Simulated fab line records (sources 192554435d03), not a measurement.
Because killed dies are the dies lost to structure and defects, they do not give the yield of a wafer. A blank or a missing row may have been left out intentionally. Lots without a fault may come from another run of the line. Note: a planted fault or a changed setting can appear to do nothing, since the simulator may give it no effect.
Lot-split experiment / flow n5_finfet / 7 lots, 21 wafers read, on a route of 1938 steps

== ON THE SPLIT ==
At N5_BEOL_M13_ETCH_59 (etches BARC in N2/H2, target depth 89 nm, overetch 26.7 nm, time 67.9 s), the setting time_s was moved away from the recipe's 67.9 s on 5 of the 21 wafers read, by -18.1% to +22.0%. This setting was run at the recipe's value on the other wafers.

Reading taken at the split's own step.

== THE READING ==
coat_of_BEOL_M13_COAT_04.thk_nm (the simulator's own value, which no gauge read), in nm, at N5_BEOL_M13_ETCH_59 (etches BARC in N2/H2, target depth 89 nm, overetch 26.7 nm, time 67.9 s). No usual value for it is given in the file. Here, 16 wafers ran the recipe; their average is 317.7 nm with a standard deviation of 2.4 nm.

wafer=L078.1; tool, chamber at the split=rie_diel-06, 3; time_s as run, s=67.9; against the recipe=recipe; coat_of_BEOL_M13_COAT_04.thk_nm, nm=316; against lot-mates on the recipe=-
wafer=L078.2; tool, chamber at the split=rie_diel-06, 0; time_s as run, s=67.9; against the recipe=recipe; coat_of_BEOL_M13_COAT_04.thk_nm, nm=321.2; against lot-mates on the recipe=-
wafer=L078.3; tool, chamber at the split=rie_diel-06, 1; time_s as run, s=67.9; against the recipe=recipe; coat_of_BEOL_M13_COAT_04.thk_nm, nm=319.8; against lot-mates on the recipe=-
wafer=L081.1; tool, chamber at the split=rie_diel-02, 1; time_s as run, s=67.9; against the recipe=recipe; coat_of_BEOL_M13_COAT_04.thk_nm, nm=315.8; against lot-mates on the recipe=-
wafer=L081.3; tool, chamber at the split=rie_diel-02, 0; time_s as run, s=61.49; against the recipe=-9.4%; coat_of_BEOL_M13_COAT_04.thk_nm, nm=324.6; against lot-mates on the recipe=+8.6
wafer=L081.6; tool, chamber at the split=rie_diel-02, 1; time_s as run, s=67.9; against the recipe=recipe; coat_of_BEOL_M13_COAT_04.thk_nm, nm=316.2; against lot-mates on the recipe=-
wafer=L089.3; tool, chamber at the split=rie_diel-05, 3; time_s as run, s=55.62; against the recipe=-18.1%; coat_of_BEOL_M13_COAT_04.thk_nm, nm=332.8; against lot-mates on the recipe=+14.2
wafer=L089.5; tool, chamber at the split=rie_diel-05, 2; time_s as run, s=67.9; against the recipe=recipe; coat_of_BEOL_M13_COAT_04.thk_nm, nm=318.6; against lot-mates on the recipe=-
wafer=L089.6; tool, chamber at the split=rie_diel-05, 0; time_s as run, s=55.62; against the recipe=-18.1%; coat_of_BEOL_M13_COAT_04.thk_nm, nm=324; against lot-mates on the recipe=+5.4
wafer=L090.1; tool, chamber at the split=rie_diel-02, 2; time_s as run, s=67.9; against the recipe=recipe; coat_of_BEOL_M13_COAT_04.thk_nm, nm=319; against lot-mates on the recipe=-
wafer=L090.5; tool, chamber at the split=rie_diel-02, 3; time_s as run, s=67.9; against the recipe=recipe; coat_of_BEOL_M13_COAT_04.thk_nm, nm=316.2; against lot-mates on the recipe=-
wafer=L090.6; tool, chamber at the split=rie_diel-02, 2; time_s as run, s=67.9; against the recipe=recipe; coat_of_BEOL_M13_COAT_04.thk_nm, nm=317.8; against lot-mates on the recipe=-
wafer=L096.1; tool, chamber at the split=rie_diel-06, 3; time_s as run, s=67.9; against the recipe=recipe; coat_of_BEOL_M13_COAT_04.thk_nm, nm=313.8; against lot-mates on the recipe=-
wafer=L096.2; tool, chamber at the split=rie_diel-06, 2; time_s as run, s=67.9; against the recipe=recipe; coat_of_BEOL_M13_COAT_04.thk_nm, nm=320; against lot-mates on the recipe=-
wafer=L096.4; tool, chamber at the split=rie_diel-06, 1; time_s as run, s=67.9; against the recipe=recipe; coat_of_BEOL_M13_COAT_04.thk_nm, nm=315.6; against lot-mates on the recipe=-
wafer=L094.1; tool, chamber at the split=rie_diel-02, 2; time_s as run, s=67.9; against the recipe=recipe; coat_of_BEOL_M13_COAT_04.thk_nm, nm=320; against lot-mates on the recipe=-
wafer=L094.2; tool, chamber at the split=rie_diel-02, 0; time_s as run, s=67.9; against the recipe=recipe; coat_of_BEOL_M13_COAT_04.thk_nm, nm=318.2; against lot-mates on the recipe=-
wafer=L094.5; tool, chamber at the split=rie_diel-02, 1; time_s as run, s=67.9; against the recipe=recipe; coat_of_BEOL_M13_COAT_04.thk_nm, nm=313.4; against lot-mates on the recipe=-
wafer=L097.1; tool, chamber at the split=rie_diel-05, 1; time_s as run, s=82.81; against the recipe=+22.0%; coat_of_BEOL_M13_COAT_04.thk_nm, nm=297.6; against lot-mates on the recipe=-24.2
wafer=L097.2; tool, chamber at the split=rie_diel-05, 3; time_s as run, s=67.9; against the recipe=recipe; coat_of_BEOL_M13_COAT_04.thk_nm, nm=321.8; against lot-mates on the recipe=-
wafer=L097.3; tool, chamber at the split=rie_diel-05, 2; time_s as run, s=82.81; against the recipe=+22.0%; coat_of_BEOL_M13_COAT_04.thk_nm, nm=301.4; against lot-mates on the recipe=-20.4

THE FIT
A straight line over all 21 wafers: coat_of_BEOL_M13_COAT_04.thk_nm changes by -0.733 nm for each +1% of time_s; r = -0.92; the points scatter about the line by 2.9 nm.
The same after taking each lot's own level away (the mean of its wafers on the recipe; 21 wafers): -0.829 nm for each +1%; r = -0.93; scatter 3.1 nm.
On that fit, the largest move of time_s shifts the reading by 18 nm.
From 316.00 to 321.80 nm: that is the span of the lots' own levels, equal to 2.4 times the standard deviation above.
Thus the slope moves with the lot-to-lot level: the two fits are different.
Check: -16.5 nm against its lot-mates is what the line predicts for one of the wafers moved furthest among these (+22.0%) when that wafer is left out of the fit. Against them it came out at -24.2 nm.

== OTHER SPLITS APPLIED TO THESE WAFERS ==
Note: prior to the reading, these wafers also went through further splits. Each is held against what the fit with the lots' levels taken away leaves over:
other split on the same wafers=N5_BEOL_M9_COAT_64 spin_rpm; wafers away from the commonest value=11; r with coat_of_BEOL_M13_COAT_04.thk_nm (lot level and that fit taken away)=-0.16
other split on the same wafers=N5_BEOL_M10_PEB_26 peb_time_s; wafers away from the commonest value=8; r with coat_of_BEOL_M13_COAT_04.thk_nm (lot level and that fit taken away)=-0.03
other split on the same wafers=N5_BEOL_M11_COAT_22 spin_rpm; wafers away from the commonest value=6; r with coat_of_BEOL_M13_COAT_04.thk_nm (lot level and that fit taken away)=-0.51
other split on the same wafers=N5_BEOL_M11_TRENCH_ETCH_37 time_s; wafers away from the commonest value=7; r with coat_of_BEOL_M13_COAT_04.thk_nm (lot level and that fit taken away)=-0.37
other split on the same wafers=N5_BEOL_M11_ALD_74 ald_cycles; wafers away from the commonest value=9; r with coat_of_BEOL_M13_COAT_04.thk_nm (lot level and that fit taken away)=+0.16

== THE FILE'S OWN FIT ==
coat_of_BEOL_M13_COAT_04.thk_nm changes by -0.833 nm for each +1% of time_s, r = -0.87.
